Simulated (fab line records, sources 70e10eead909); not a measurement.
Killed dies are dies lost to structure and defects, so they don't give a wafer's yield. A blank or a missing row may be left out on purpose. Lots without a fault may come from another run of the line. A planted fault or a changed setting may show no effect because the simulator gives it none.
One fault seen from 2 desks | flow nand_harc | each desk has only its own numbers; what lay behind them comes last

THE METROLOGY DESK
What the gauges read, lot by lot, whatever tool the lot ran on: means of the sampled wafers that have a number. A lot is out of limits, marked OUT, if its mean lies more than 4 standard deviations from the usual mean; the brackets give that distance.
Columns: A = cd_nm at NHARC_A_M1_CD_MEAS_09, usual 120.0 nm
lot  | first seen here | A
L743 | day 17 19:52    | 119.7
L749 | day 18 23:43    | 145.4 (+43) OUT
L748 | day 19 00:40    | 141.0 (+36) OUT
L750 | day 19 11:02    | 120.8
L755 | day 20 18:42    | 119.5
L758 | day 21 18:50    | 119.0
L762 | day 22 08:25    | 120.7
L759 | day 22 09:14    | 119.3
L760 | day 22 14:41    | 120.2
L763 | day 22 19:02    | 120.0
L766 | day 23 13:03    | 120.3
This desk's finding: out of limits on L748, L749; first on L749, day 18 23:43 (cd_nm at NHARC_A_M1_CD_MEAS_09). In limits: L743, L750, L755, L758, L762, L759, L760, L763, L766.

THE TOOL OWNER'S DESK: arfi_scanner-01
The tool's own readings at NHARC_A_M1_EXPOSE_06 (exposes mask A M1, target cd 120 nm): means of the sampled wafers that have a number, for each lot that ran on this tool. A lot is out of limits, marked OUT, if its mean lies more than 4 standard deviations from the usual mean; the brackets give that distance.
Columns: A = exposure_dose_mJ_cm2 at NHARC_A_M1_EXPOSE_06, usual 75.06
lot  | first seen here | A
L749 | day 18 23:35    | 114.89 (+99 or more) OUT
L748 | day 19 00:31    | 107.40 (+99 or more) OUT
This desk's finding: out of limits on L748, L749; first on L749, day 18 23:35 (exposure_dose_mJ_cm2 at NHARC_A_M1_EXPOSE_06). In limits: none.

PUT TOGETHER
The tool owner's desk could have raised an alarm at day 18 23:35, on L748, L749.
The metrology desk could have raised an alarm at day 18 23:43, on L748, L749.
Of the lots named, all ran NHARC_A_M1_EXPOSE_06 on arfi_scanner-01.

WHAT THE SIMULATOR HAD PUT IN
Process parameter drift: arfi_scanner-01, from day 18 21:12 on, at NHARC_A_M1_EXPOSE_06. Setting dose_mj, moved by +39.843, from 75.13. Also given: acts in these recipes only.
Lots struck among those shown: L748, L749.
Hours from the fault's start to each desk's first reading out of limits: the tool owner's desk, 2; the metrology desk, 3.
